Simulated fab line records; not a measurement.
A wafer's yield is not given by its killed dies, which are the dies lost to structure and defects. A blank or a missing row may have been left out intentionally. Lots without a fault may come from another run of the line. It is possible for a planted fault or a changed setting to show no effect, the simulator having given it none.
fab line records	flow n5_finfet
[record] lots = 24	wafers = 72	last_day = 18
route steps=1938 shown BEOL_M3@998 BEOL_M4@1061
lots untouched by any fault: they come from a run of this same line in which no faults occurred
start_h: start of the lot's first displayed wafer, in hours after the record's first day	wait_h: hours elapsed since this lot's preceding step	" unchanged from the row above	L1.1+2: several wafers, shown together as one row	- no value, or no start was given	* or withheld: withheld	< > ~ a bound
route shown NAME@n: NAME is a module with steps in the file, n the number in the route of the first one	usual: mean/standard deviation taken from wafers without a fault	same: alike in all rows	chamber/n: place in a boat	sites: readings site by site	_std_site: the values' standard deviation	_edge_site: inner sites' mean taken away from outer sites' mean	radius_mm: how far each site lies from the wafer's centre	mask NAME#n: copy n	behind: the last tool/chamber to shape the wafer	hold: reason for holding the lot/hours on hold/outcome of the hold	device: transistor that didn't switch, given as n, p or np	end of line: tests run on the same wafers once the route is complete	step lacking rows: just its recipe	killed: dies lost to structure and defects at the first sort, not the wafer's yield	map: dies across one wafer; x = killed, . = not, _ = none there
set.NAME: the run value of the setting; set.NAME@STEP: its run value at that earlier step	model.NAME: the simulator's own value behind a step, which no gauge read
route steps across a sampled set of lots; one table per step, one row per wafer
services: the hour from which a tool's chamber was out of use, counted from the record's first day as start_h (under 0 if before that day), plus the number of hours and why
[[steps]]
[step N5_BEOL_M3_SPUTTER_81]
[recipe] material = Cu	target_thk_a = 45	temp_c = -20	chamber_pressure_pa = 0.07	power_w = withheld	time_s = 8.29
[usual] throttle_valve_pct = 30.0/1.1
lot.wafer	tool	chamber	start_h	wait_h	throttle_valve_pct
L074.2	pvd_sputter-03	-	152.46	0.1	31.6
L074.3	"	-	"	"	29.9
L074.6	"	-	"	"	29.5
L076.1	pvd_sputter-03	-	157.52	0.1	28.7
L076.4	"	-	"	"	30.5
L076.6	"	-	"	"	31.7
L075.2	pvd_sputter-02	-	160.06	0.1	28.6
L075.5	"	-	"	"	29.2
L075.6	"	-	"	"	28.7
L077.2	pvd_sputter-02	-	164.60	0.1	28.5
L077.5	"	-	"	"	29.1
L077.6	"	-	"	"	28.4
L078.1	pvd_sputter-01	-	169.88	0.1	30.1
L078.3	"	-	"	"	29.4
L078.5	"	-	"	"	29.6
L079.1	pvd_sputter-02	-	178.85	0.1	29.2
L079.2	"	-	"	"	29.4
L079.4	"	-	"	"	28.7
L080.1	pvd_sputter-01	-	192.42	0.1	29.9
L080.3	"	-	"	"	31.4
L080.4	"	-	"	"	30.1
L082.2	pvd_sputter-01	-	197.78	0.1	30.4
L082.4	"	-	"	"	31.4
L082.6	"	-	"	"	29.6
L081.1	pvd_sputter-02	-	198.05	0.1	29.7
L081.3	"	-	"	"	29.5
L081.5	"	-	"	"	29.3
L083.1	pvd_sputter-03	-	204.12	0.1	29.8
L083.5	"	-	"	"	29.7
L083.6	"	-	"	"	30.8
L084.3	pvd_sputter-01	-	216.24	0.1	30.4
L084.4	"	-	"	"	29.7
L084.5	"	-	"	"	31.4
L085.1	pvd_sputter-03	-	221.69	0.1	28.7
L085.4	"	-	"	"	30.5
L085.5	"	-	"	"	28.5
L086.1	pvd_sputter-03	-	224.45	0.1	30.7
L086.2	"	-	"	"	28.4
L086.5	"	-	"	"	31.9
L087.3	pvd_sputter-01	-	227.78	0.1	30.3
L087.4	"	-	"	"	31.6
L087.6	"	-	"	"	30.4
L088.2	pvd_sputter-03	-	230.73	0.1	29.7
L088.3	"	-	"	"	31.6
L088.5	"	-	"	"	29.6
L089.1	pvd_sputter-02	-	239.57	0.1	29.3
L089.2	"	-	"	"	28.9
L089.4	"	-	"	"	29.4
L090.3	pvd_sputter-03	-	244.62	0.1	29.5
L090.4	"	-	"	"	28.5
L090.6	"	-	"	"	28.8
L091.1	pvd_sputter-03	-	262.44	0.1	31.9
L091.3	"	-	"	"	28.7
L091.4	"	-	"	"	30.5
L092.2	pvd_sputter-03	-	264.28	0.1	28.9
L092.4	"	-	"	"	30.5
L092.6	"	-	"	"	31.5
L093.2	pvd_sputter-03	-	267.75	0.1	28.8
L093.5	"	-	"	"	31.7
L093.6	"	-	"	"	28.6
L095.1	pvd_sputter-03	-	271.43	0.1	28.4
L095.3	"	-	"	"	32.0
L095.4	"	-	"	"	30.4
L096.2	pvd_sputter-03	-	277.33	0.1	30.3
L096.3	"	-	"	"	31.7
L096.4	"	-	"	"	28.8
L094.1	pvd_sputter-03	-	279.17	0.1	30.6
L094.4	"	-	"	"	29.6
L094.6	"	-	"	"	28.4
L097.1	pvd_sputter-03	-	293.93	0.1	29.8
L097.2	"	-	"	"	31.7
L097.6	"	-	"	"	29.5
[step N5_BEOL_M3_ANNEAL_87]
[recipe] temp_c = 400	time_s = 240	ambient = vacuum
[usual] heater_power_w = 831/62	susceptor_temp_C_max = 400.8/0.31
lot.wafer	tool	chamber	start_h	wait_h	heater_power_w	susceptor_temp_C_max
L074.2	pvd_sputter-03	-	152.76	0.0	805	401.1
L074.3	"	-	"	"	862	401.3
L074.6	"	-	"	"	857	400.9
L076.1	pvd_sputter-03	-	157.82	0.0	792	400.9
L076.4	"	-	"	"	791	401.1
L076.6	"	-	"	"	794	400.8
L075.2	pvd_sputter-02	-	160.36	0.0	816	400.9
L075.5	"	-	"	"	818	401.3
L075.6	"	-	"	"	819	400.7
L077.2	pvd_sputter-02	-	164.90	0.0	827	401.1
L077.5	"	-	"	"	837	400.9
L077.6	"	-	"	"	818	401.2
L078.1	pvd_sputter-01	-	170.18	0.0	938	401.5
L078.3	"	-	"	"	750	401.0
L078.5	"	-	"	"	718	400.9
L079.1	pvd_sputter-02	-	179.15	0.0	820	401.0
L079.2	"	-	"	"	951	400.6
L079.4	"	-	"	"	809	401.3
L080.1	pvd_sputter-01	-	192.72	0.0	918	401.0
L080.3	"	-	"	"	772	400.5
L080.4	"	-	"	"	983	400.8
L082.2	pvd_sputter-01	-	198.08	0.0	883	401.0
L082.4	"	-	"	"	776	400.6
L082.6	"	-	"	"	744	401.2
L081.1	pvd_sputter-02	-	198.35	0.0	919	400.5
L081.3	"	-	"	"	777	400.8
L081.5	"	-	"	"	933	400.8
L083.1	pvd_sputter-03	-	204.42	0.0	869	401.1
L083.5	"	-	"	"	881	400.9
L083.6	"	-	"	"	779	400.8
L084.3	pvd_sputter-01	-	216.54	0.0	890	400.8
L084.4	"	-	"	"	745	400.8
L084.5	"	-	"	"	793	400.5
L085.1	pvd_sputter-03	-	221.99	0.0	804	401.1
L085.4	"	-	"	"	767	400.7
L085.5	"	-	"	"	805	400.8
L086.1	pvd_sputter-03	-	224.75	0.0	781	400.8
L086.2	"	-	"	"	808	400.7
L086.5	"	-	"	"	791	401.0
L087.3	pvd_sputter-01	-	228.08	0.0	898	401.2
L087.4	"	-	"	"	773	400.5
L087.6	"	-	"	"	946	400.9
L088.2	pvd_sputter-03	-	231.03	0.0	880	401.2
L088.3	"	-	"	"	796	400.7
L088.5	"	-	"	"	874	401.5
L089.1	pvd_sputter-02	-	239.87	0.0	800	400.7
L089.2	"	-	"	"	821	401.3
L089.4	"	-	"	"	923	400.9
L090.3	pvd_sputter-03	-	244.92	0.0	875	400.9
L090.4	"	-	"	"	805	400.8
L090.6	"	-	"	"	803	400.5
L091.1	pvd_sputter-03	-	262.74	0.0	769	401.6
L091.3	"	-	"	"	810	400.1
L091.4	"	-	"	"	777	400.8
L092.2	pvd_sputter-03	-	264.58	0.0	805	401.0
L092.4	"	-	"	"	768	400.7
L092.6	"	-	"	"	793	400.8
L093.2	pvd_sputter-03	-	268.05	0.0	819	401.2
L093.5	"	-	"	"	797	401.0
L093.6	"	-	"	"	808	400.4
L095.1	pvd_sputter-03	-	271.73	0.0	815	400.6
L095.3	"	-	"	"	791	401.5
L095.4	"	-	"	"	774	400.8
L096.2	pvd_sputter-03	-	277.63	0.0	787	400.3
L096.3	"	-	"	"	792	400.7
L096.4	"	-	"	"	821	400.6
L094.1	pvd_sputter-03	-	279.47	0.0	794	400.1
L094.4	"	-	"	"	879	400.8
L094.6	"	-	"	"	824	400.8
L097.1	pvd_sputter-03	-	294.23	0.0	875	400.6
L097.2	"	-	"	"	795	401.2
L097.6	"	-	"	"	889	400.9
[step N5_BEOL_M3_ANNEAL_91]
[recipe] temp_c = 400	time_s = 240	ambient = vacuum
[usual] heater_power_w = 831/61	susceptor_temp_C_max = 400.8/0.31
lot.wafer	tool	chamber	start_h	wait_h	heater_power_w	susceptor_temp_C_max
L074.2	pvd_sputter-03	-	153.20	0.0	786	401.0
L074.3	"	-	"	"	887	400.4
L074.6	"	-	"	"	864	400.4
L076.1	pvd_sputter-03	-	158.26	0.0	813	400.8
L076.4	"	-	"	"	788	400.7
L076.6	"	-	"	"	776	400.7
L075.2	pvd_sputter-02	-	160.80	0.0	834	400.7
L075.5	"	-	"	"	830	401.0
L075.6	"	-	"	"	829	401.4
L077.2	pvd_sputter-02	-	165.34	0.0	843	400.9
L077.5	"	-	"	"	834	400.7
L077.6	"	-	"	"	821	400.8
L078.1	pvd_sputter-01	-	170.62	0.0	978	401.2
L078.3	"	-	"	"	746	401.0
L078.5	"	-	"	"	733	401.3
L079.1	pvd_sputter-02	-	179.59	0.0	845	400.7
L079.2	"	-	"	"	914	400.7
L079.4	"	-	"	"	816	401.2
L080.1	pvd_sputter-01	-	193.16	0.0	876	401.0
L080.3	"	-	"	"	763	400.6
L080.4	"	-	"	"	955	400.8
L082.2	pvd_sputter-01	-	198.52	0.0	870	401.0
L082.4	"	-	"	"	739	400.4
L082.6	"	-	"	"	740	400.9
L081.1	pvd_sputter-02	-	198.79	0.0	952	400.8
L081.3	"	-	"	"	794	401.0
L081.5	"	-	"	"	922	400.5
L083.1	pvd_sputter-03	-	204.86	0.0	857	400.6
L083.5	"	-	"	"	908	400.5
L083.6	"	-	"	"	768	401.1
L084.3	pvd_sputter-01	-	216.98	0.0	884	401.3
L084.4	"	-	"	"	723	400.4
L084.5	"	-	"	"	772	400.4
L085.1	pvd_sputter-03	-	222.43	0.0	810	400.8
L085.4	"	-	"	"	821	400.5
L085.5	"	-	"	"	796	400.9
L086.1	pvd_sputter-03	-	225.19	0.0	789	400.7
L086.2	"	-	"	"	800	400.8
L086.5	"	-	"	"	792	401.5
L087.3	pvd_sputter-01	-	228.52	0.0	917	401.2
L087.4	"	-	"	"	776	400.5
L087.6	"	-	"	"	954	400.6
L088.2	pvd_sputter-03	-	231.47	0.0	894	401.1
L088.3	"	-	"	"	808	401.0
L088.5	"	-	"	"	886	401.1
L089.1	pvd_sputter-02	-	240.31	0.0	789	400.8
L089.2	"	-	"	"	828	400.8
L089.4	"	-	"	"	908	400.8
L090.3	pvd_sputter-03	-	245.36	0.0	886	400.8
L090.4	"	-	"	"	806	400.7
L090.6	"	-	"	"	829	400.9
L091.1	pvd_sputter-03	-	263.18	0.0	790	401.1
L091.3	"	-	"	"	807	401.0
L091.4	"	-	"	"	784	401.1
L092.2	pvd_sputter-03	-	265.02	0.0	805	401.0
L092.4	"	-	"	"	779	400.8
L092.6	"	-	"	"	774	401.6
L093.2	pvd_sputter-03	-	268.49	0.0	803	400.7
L093.5	"	-	"	"	793	401.3
L093.6	"	-	"	"	805	400.6
L095.1	pvd_sputter-03	-	272.17	0.0	824	400.3
L095.3	"	-	"	"	824	401.0
L095.4	"	-	"	"	781	400.3
L096.2	pvd_sputter-03	-	278.07	0.0	790	401.2
L096.3	"	-	"	"	800	400.8
L096.4	"	-	"	"	817	400.4
L094.1	pvd_sputter-03	-	279.91	0.0	779	401.1
L094.4	"	-	"	"	843	401.3
L094.6	"	-	"	"	816	400.5
L097.1	pvd_sputter-03	-	294.67	0.0	897	400.6
L097.2	"	-	"	"	791	400.5
L097.6	"	-	"	"	872	400.9
[step N5_BEOL_M3_ANNEAL_93]
[recipe] temp_c = 400	time_s = 240	ambient = vacuum
[usual] heater_power_w = 831/62	susceptor_temp_C_max = 400.9/0.32
lot.wafer	tool	chamber	start_h	wait_h	heater_power_w	susceptor_temp_C_max
L074.2	pvd_sputter-03	-	153.42	0.0	797	401.2
L074.3	"	-	"	"	872	401.5
L074.6	"	-	"	"	898	401.6
L076.1	pvd_sputter-03	-	158.48	0.0	806	400.5
L076.4	"	-	"	"	784	400.4
L076.6	"	-	"	"	758	400.8
L075.2	pvd_sputter-02	-	161.02	0.0	796	401.1
L075.5	"	-	"	"	861	400.8
L075.6	"	-	"	"	835	401.4
L077.2	pvd_sputter-02	-	165.56	0.0	806	401.0
L077.5	"	-	"	"	853	400.5
L077.6	"	-	"	"	820	401.0
L078.1	pvd_sputter-01	-	170.84	0.0	981	400.6
L078.3	"	-	"	"	753	400.8
L078.5	"	-	"	"	735	400.7
L079.1	pvd_sputter-02	-	179.81	0.0	843	400.6
L079.2	"	-	"	"	919	401.0
L079.4	"	-	"	"	832	401.0
L080.1	pvd_sputter-01	-	193.38	0.0	886	400.5
L080.3	"	-	"	"	791	400.6
L080.4	"	-	"	"	987	401.0
L082.2	pvd_sputter-01	-	198.74	0.0	896	401.0
L082.4	"	-	"	"	747	400.5
L082.6	"	-	"	"	744	401.0
L081.1	pvd_sputter-02	-	199.01	0.0	929	400.3
L081.3	"	-	"	"	784	400.9
L081.5	"	-	"	"	923	400.1
L083.1	pvd_sputter-03	-	205.08	0.0	874	400.9
L083.5	"	-	"	"	878	400.9
L083.6	"	-	"	"	760	400.6
L084.3	pvd_sputter-01	-	217.20	0.0	891	401.1
L084.4	"	-	"	"	749	400.9
L084.5	"	-	"	"	776	400.5
L085.1	pvd_sputter-03	-	222.65	0.0	806	400.2
L085.4	"	-	"	"	780	400.4
L085.5	"	-	"	"	828	400.3
L086.1	pvd_sputter-03	-	225.41	0.0	766	400.7
L086.2	"	-	"	"	808	401.0
L086.5	"	-	"	"	794	402.2
L087.3	pvd_sputter-01	-	228.74	0.0	874	401.2
L087.4	"	-	"	"	764	400.5
L087.6	"	-	"	"	965	400.9
L088.2	pvd_sputter-03	-	231.69	0.0	888	400.7
L088.3	"	-	"	"	813	401.6
L088.5	"	-	"	"	885	401.0
L089.1	pvd_sputter-02	-	240.53	0.0	776	400.7
L089.2	"	-	"	"	826	400.6
L089.4	"	-	"	"	899	400.7
L090.3	pvd_sputter-03	-	245.58	0.0	899	400.6
L090.4	"	-	"	"	801	400.7
L090.6	"	-	"	"	834	401.0
L091.1	pvd_sputter-03	-	263.40	0.0	809	400.9
L091.3	"	-	"	"	807	400.8
L091.4	"	-	"	"	756	400.8
L092.2	pvd_sputter-03	-	265.24	0.0	813	400.6
L092.4	"	-	"	"	794	401.3
L092.6	"	-	"	"	808	400.6
L093.2	pvd_sputter-03	-	268.71	0.0	805	400.6
L093.5	"	-	"	"	798	400.9
L093.6	"	-	"	"	815	401.2
L095.1	pvd_sputter-03	-	272.39	0.0	807	401.1
L095.3	"	-	"	"	818	401.7
L095.4	"	-	"	"	798	400.6
L096.2	pvd_sputter-03	-	278.29	0.0	783	400.4
L096.3	"	-	"	"	778	400.7
L096.4	"	-	"	"	803	400.7
L094.1	pvd_sputter-03	-	280.13	0.0	776	401.1
L094.4	"	-	"	"	887	400.8
L094.6	"	-	"	"	793	400.8
L097.1	pvd_sputter-03	-	294.89	0.0	886	401.1
L097.2	"	-	"	"	791	400.9
L097.6	"	-	"	"	868	401.0
[step N5_BEOL_M3_DEP_57]
[recipe] material = SiCN	target_thk_a = 80	temp_c = withheld	precursor = 3MS/NH3	pressure_torr = 3	rf_w = 202	time_s = 14
[usual] rf_fwd_power_W = 199.2/1.3	showerhead_plenum_p_Torr = 3.669/0.014	throttle_valve_pct = 8.9/0.36
lot.wafer	tool	chamber	start_h	wait_h	rf_fwd_power_W	showerhead_plenum_p_Torr	throttle_valve_pct
L074.2	pecvd-03	2	154.78	0.0	196.5	3.661	8.8
L074.3	"	0	"	"	198.8	3.647	8.9
L074.6	"	2	"	"	196.2	3.664	8.9
L076.1	pecvd-02	0	159.82	0.0	200.3	3.668	8.7
L076.4	"	1	"	"	200.4	3.670	9.5
L076.6	"	0	"	"	199.0	3.666	8.6
L075.2	pecvd-02	0	162.42	0.0	200.5	3.663	8.8
L075.5	"	2	"	"	197.8	3.694	9.1
L075.6	"	0	"	"	200.6	3.682	8.7
L077.2	pecvd-02	0	167.02	0.0	199.6	3.671	8.6
L077.5	"	1	"	"	200.6	3.669	9.5
L077.6	"	0	"	"	200.8	3.686	8.6
L078.1	pecvd-03	1	172.18	0.0	198.6	3.664	8.7
L078.3	"	0	"	"	198.2	3.647	8.8
L078.5	"	0	"	"	198.8	3.642	9.1
L079.1	pecvd-03	2	181.15	0.0	197.6	3.662	8.8
L079.2	"	0	"	"	197.8	3.641	8.9
L079.4	"	1	"	"	197.8	3.659	8.8
L080.1	pecvd-04	1	194.79	0.0	200.3	3.671	9.2
L080.3	"	2	"	"	198.3	3.656	8.3
L080.4	"	2	"	"	198.3	3.653	8.1
L082.2	pecvd-02	1	200.10	0.0	201.1	3.671	9.7
L082.4	"	1	"	"	200.5	3.676	9.5
L082.6	"	0	"	"	201.1	3.671	8.5
L081.1	pecvd-02	0	200.38	0.0	199.4	3.683	8.6
L081.3	"	2	"	"	197.9	3.690	9.4
L081.5	"	0	"	"	200.0	3.682	8.8
L083.1	pecvd-03	2	206.42	0.0	197.1	3.656	8.8
L083.5	"	2	"	"	199.0	3.657	9.0
L083.6	"	0	"	"	199.6	3.659	9.0
L084.3	pecvd-04	0	218.54	0.0	199.2	3.665	9.4
L084.4	"	0	"	"	199.2	3.677	9.2
L084.5	"	2	"	"	198.9	3.670	8.4
L085.1	pecvd-04	1	224.20	0.0	200.0	3.676	8.8
L085.4	"	2	"	"	198.6	3.665	8.3
L085.5	"	1	"	"	200.2	3.668	8.9
L086.1	pecvd-02	0	227.11	0.0	199.6	3.672	8.7
L086.2	"	1	"	"	200.1	3.670	9.0
L086.5	"	0	"	"	199.9	3.672	8.7
L087.3	pecvd-04	0	230.08	0.0	200.4	3.676	9.1
L087.4	"	1	"	"	200.7	3.672	8.8
L087.6	"	0	"	"	199.4	3.674	9.2
L088.2	pecvd-04	1	233.03	0.0	201.4	3.663	8.9
L088.3	"	2	"	"	198.6	3.659	8.3
L088.5	"	1	"	"	200.7	3.668	8.9
L089.1	pecvd-04	1	241.87	0.0	200.8	3.674	8.6
L089.2	"	0	"	"	199.8	3.666	9.3
L089.4	"	0	"	"	200.0	3.670	9.2
L090.3	pecvd-02	0	246.92	0.0	200.4	3.679	8.7
L090.4	"	1	"	"	200.5	3.673	9.5
L090.6	"	0	"	"	200.9	3.669	8.7
L091.1	pecvd-02	0	264.81	0.0	200.0	3.678	8.8
L091.3	"	1	"	"	200.7	3.668	9.4
L091.4	"	0	"	"	199.1	3.674	8.7
L092.2	pecvd-03	2	266.58	0.0	196.6	3.673	9.0
L092.4	"	1	"	"	198.2	3.663	9.3
L092.6	"	0	"	"	199.4	3.653	9.0
L093.2	pecvd-03	0	270.05	0.0	199.0	3.644	8.9
L093.5	"	2	"	"	197.8	3.669	9.0
L093.6	"	0	"	"	199.1	3.645	9.1
L095.1	pecvd-03	2	273.73	0.0	197.1	3.657	8.9
L095.3	"	0	"	"	198.3	3.652	9.1
L095.4	"	2	"	"	197.8	3.673	8.7
L096.2	pecvd-03	1	279.65	0.0	198.7	3.663	8.9
L096.3	"	2	"	"	197.6	3.661	9.2
L096.4	"	2	"	"	196.5	3.656	9.1
L094.1	pecvd-02	2	281.49	0.0	198.1	3.691	8.5
L094.4	"	2	"	"	198.5	3.696	8.7
L094.6	"	0	"	"	199.6	3.674	9.2
L097.1	pecvd-04	2	296.23	0.0	197.5	3.652	8.3
L097.2	"	1	"	"	200.5	3.663	8.8
L097.6	"	2	"	"	198.3	3.668	8.5
[step N5_BEOL_M4_ETCH_69]
[recipe] chemistry = CF4	target = SiARC	target_depth_a = 156	mask_material = CAR-EUV	time_s = 26	ion_energy_ev = 80	pressure_mtorr = 40	source_w = 545	bias_w = 36	Ar_flow_sccm = 100	cf4_flow_sccm = 100	ends = cleared
[usual] drypump_motor_current_A = 5.7/0.43	etch_rf_on_time_s = 25.6/0.65	oes_product_au = 0.72/0.075	rf_fwd_power_W = 531.9/1.8	rf_vpp_V = 184.5/1.1	showerhead_plenum_p_Torr = 2.17/0.057	throttle_valve_pct = 15.58/0.25
lot.wafer	tool	chamber	start_h	wait_h	drypump_motor_current_A	etch_rf_on_time_s	oes_product_au	rf_fwd_power_W	rf_hours_counter_h	rf_vpp_V	showerhead_plenum_p_Torr	throttle_valve_pct
L074.2	rie_diel-06	1	159.58	0.0	6.1	25.2	0.78	531.1	26	186.2	2.27	15.32
L074.3	"	0	"	"	5.1	26.4	0.68	531.1	127	185.9	2.23	15.63
L074.6	"	2	"	"	5.5	26.1	0.59	528.0	-	185.7	2.20	15.92
L076.1	rie_diel-06	3	162.79	0.0	5.6	24.9	0.66	532.8	171	184.0	2.13	16.00
L076.4	"	0	"	"	5.1	26.5	0.67	535.1	128	187.2	2.23	15.62
L076.6	"	0	"	"	5.2	26.7	0.67	531.2	-	183.5	2.23	15.62
L075.2	rie_diel-06	1	165.92	0.0	6.1	25.4	0.78	533.2	28	185.2	2.27	15.30
L075.5	"	0	"	"	5.1	26.3	0.67	530.9	-	186.0	2.23	15.64
L075.6	"	3	"	"	5.7	24.6	0.67	533.5	-	183.0	2.13	15.99
L077.2	rie_diel-06	3	170.15	0.0	5.7	24.8	0.66	531.9	173	184.3	2.13	16.01
L077.5	"	0	"	"	5.2	26.6	0.67	530.6	-	184.6	2.23	15.63
L077.6	"	1	"	"	6.1	25.6	0.78	532.6	-	186.6	2.27	15.31
L078.1	rie_diel-01	3	174.54	0.0	5.4	25.5	0.61	531.3	221	184.7	2.12	15.78
L078.3	"	2	"	"	5.3	25.4	0.61	532.2	236	183.9	2.11	15.88
L078.5	"	2	"	"	5.3	25.3	0.61	531.9	-	185.1	2.11	15.87
L079.1	rie_diel-06	3	183.28	0.0	5.6	25.0	0.65	531.7	178	183.3	2.13	16.02
L079.2	"	0	"	"	5.2	26.9	0.66	534.1	136	184.4	2.23	15.64
L079.4	"	2	"	"	5.6	26.4	0.58	530.5	249	183.8	2.20	15.94
L080.1	rie_diel-06	0	197.98	0.0	5.1	26.9	0.66	530.4	144	184.6	2.23	15.65
L080.3	"	3	"	"	5.7	25.0	0.65	530.5	186	183.4	2.13	16.00
L080.4	"	3	"	"	5.6	25.0	0.65	532.1	-	183.6	2.13	16.03
L082.2	rie_diel-01	2	202.77	0.0	5.3	25.9	0.60	529.7	247	184.7	2.11	15.91
L082.4	"	1	"	"	6.4	25.9	0.72	534.4	79	185.1	2.16	15.25
L082.6	"	3	"	"	5.4	26.0	0.60	532.7	-	183.9	2.11	15.80
L081.1	rie_diel-03	3	202.98	0.0	5.8	24.3	0.82	529.0	14	184.1	2.10	15.20
L081.3	"	1	"	"	6.0	25.5	0.73	535.8	52	183.5	2.09	15.54
L081.5	"	0	"	"	5.9	25.9	0.77	529.9	-	184.5	2.19	15.64
L083.1	rie_diel-06	2	209.73	0.0	5.5	25.6	0.85	532.2	1	186.1	2.20	15.40
L083.5	"	1	"	"	6.0	25.4	0.75	529.5	-	186.5	2.26	15.35
L083.6	"	2	"	"	5.6	25.7	0.86	530.7	-	185.3	2.20	15.40
L084.3	rie_diel-06	2	222.01	0.0	5.6	25.7	0.83	531.4	5	184.2	2.20	15.41
L084.4	"	1	"	"	6.0	25.4	0.74	530.4	52	185.0	2.26	15.35
L084.5	"	1	"	"	6.0	25.5	0.73	531.4	-	185.8	2.26	15.35
L085.1	rie_diel-01	1	227.54	0.0	6.4	25.8	0.72	531.5	89	183.8	2.15	15.27
L085.4	"	3	"	"	5.5	25.8	0.59	532.0	244	184.8	2.11	15.83
L085.5	"	2	"	"	5.3	24.9	0.85	532.7	-	182.8	2.11	15.40
L086.1	rie_diel-01	0	230.97	0.0	6.7	25.1	0.79	535.2	17	182.8	2.19	15.41
L086.2	"	3	"	"	5.5	25.8	0.59	531.9	245	183.7	2.11	15.82
L086.5	"	1	"	"	6.4	25.3	0.73	529.9	-	184.0	2.15	15.27
L087.3	rie_diel-01	3	236.31	0.0	5.5	25.7	0.59	535.2	246	182.4	2.11	15.83
L087.4	"	2	"	"	5.3	24.8	0.83	533.0	3	184.8	2.11	15.39
L087.6	"	2	"	"	5.3	24.9	0.84	531.8	-	183.7	2.11	15.40
L088.2	rie_diel-06	0	236.49	0.0	5.1	26.5	0.66	531.6	158	184.9	2.22	15.68
L088.3	"	2	"	"	5.5	25.6	0.83	530.8	10	183.4	2.19	15.42
L088.5	"	3	"	"	5.7	24.5	0.65	528.9	-	183.1	2.12	16.04
L089.1	rie_diel-01	1	244.51	0.0	6.4	25.8	0.71	530.4	94	183.7	2.15	15.28
L089.2	"	3	"	"	5.5	26.0	0.59	531.6	249	185.5	2.11	15.82
L089.4	"	2	"	"	5.3	25.1	0.83	530.3	5	184.8	2.11	15.41
L090.3	rie_diel-03	2	249.79	0.0	5.4	26.4	0.73	531.1	52	184.9	2.16	15.58
L090.4	"	1	"	"	6.0	25.8	0.71	531.1	69	182.8	2.09	15.58
L090.6	"	0	"	"	5.9	26.2	0.74	531.1	-	183.9	2.18	15.67
L091.1	rie_diel-01	1	267.63	0.0	6.4	25.5	0.70	533.2	104	183.3	2.15	15.32
L091.3	"	2	"	"	5.3	24.7	0.80	532.4	16	182.5	2.10	15.44
L091.4	"	3	"	"	5.4	25.1	0.85	530.7	1	183.6	2.11	15.35
L092.2	rie_diel-06	1	268.74	0.0	6.1	25.4	0.72	529.9	68	185.5	2.26	15.38
L092.4	"	0	"	"	5.2	26.6	0.65	530.2	169	184.9	2.22	15.70
L092.6	"	2	"	"	5.5	26.1	0.79	530.1	-	184.6	2.19	15.44
L093.2	rie_diel-06	0	272.09	0.0	5.1	26.5	0.64	529.5	170	185.0	2.22	15.73
L093.5	"	0	"	"	5.2	26.3	0.65	532.4	-	185.0	2.22	15.71
L093.6	"	1	"	"	6.0	25.4	0.72	531.8	-	186.0	2.26	15.41
L095.1	rie_diel-03	2	276.80	0.0	5.4	26.4	0.72	529.6	60	186.3	2.16	15.57
L095.3	"	1	"	"	6.0	26.2	0.70	531.7	74	184.2	2.09	15.58
L095.4	"	0	"	"	5.9	26.5	0.73	529.5	50	185.7	2.18	15.70
L096.2	rie_diel-03	3	281.78	0.0	5.8	24.7	0.78	535.4	40	182.9	2.09	15.26
L096.3	"	0	"	"	5.8	26.3	0.73	532.8	51	185.7	2.18	15.68
L096.4	"	2	"	"	5.3	26.5	0.71	534.1	62	183.7	2.16	15.57
L094.1	rie_diel-06	1	284.58	0.0	6.1	25.8	0.72	530.1	72	185.0	2.26	15.40
L094.4	"	0	"	"	5.1	26.8	0.64	532.2	173	184.9	2.22	15.71
L094.6	"	3	"	"	5.7	25.1	0.63	533.1	-	185.1	2.12	16.07
L097.1	rie_diel-03	2	299.24	0.0	5.3	26.5	0.70	532.1	72	183.2	2.16	15.61
L097.2	"	1	"	"	6.0	25.9	0.70	533.2	85	183.6	2.08	15.62
L097.6	"	0	"	"	5.9	26.1	0.73	530.3	-	183.9	2.17	15.70
[[services]]
tool	chamber	start_h	hours	kind
pvd_sputter-01	-	129.72	1.9	repair
rie_diel-06	1	132.23	6.0	repair
rie_diel-06	0	133.63	5.5	repair
rie_diel-06	-	139.31	0.5	repair
rie_diel-06	3	155.87	5.8	repair
rie_diel-06	2	184.66	-	clean
rie_diel-06	2	184.66	-	consumable_replace:focus_ring
rie_diel-06	2	184.66	21.6	scheduled_down
rie_diel-06	2	184.66	21.6	vent_cycle
pecvd-03	0	188.27	5.0	repair
pecvd-02	2	191.46	2.1	scheduled_down
pecvd-02	-	206.05	3.1	repair
pecvd-02	2	215.16	-	clean
pecvd-02	2	215.16	-	consumable_replace:showerhead
pecvd-02	2	215.16	29.0	scheduled_down
pecvd-02	2	215.16	29.0	vent_cycle
pecvd-02	-	217.20	2.8	pm
rie_diel-03	-	221.21	0.3	repair
pecvd-03	-	230.62	5.5	pm
pecvd-02	1	235.00	3.7	repair
pecvd-04	1	265.09	6.4	repair
rie_diel-03	1	267.61	8.5	repair
rie_diel-01	-	282.13	15.6	pm
rie_diel-03	0	288.61	3.7	repair
[[key]]
fault none
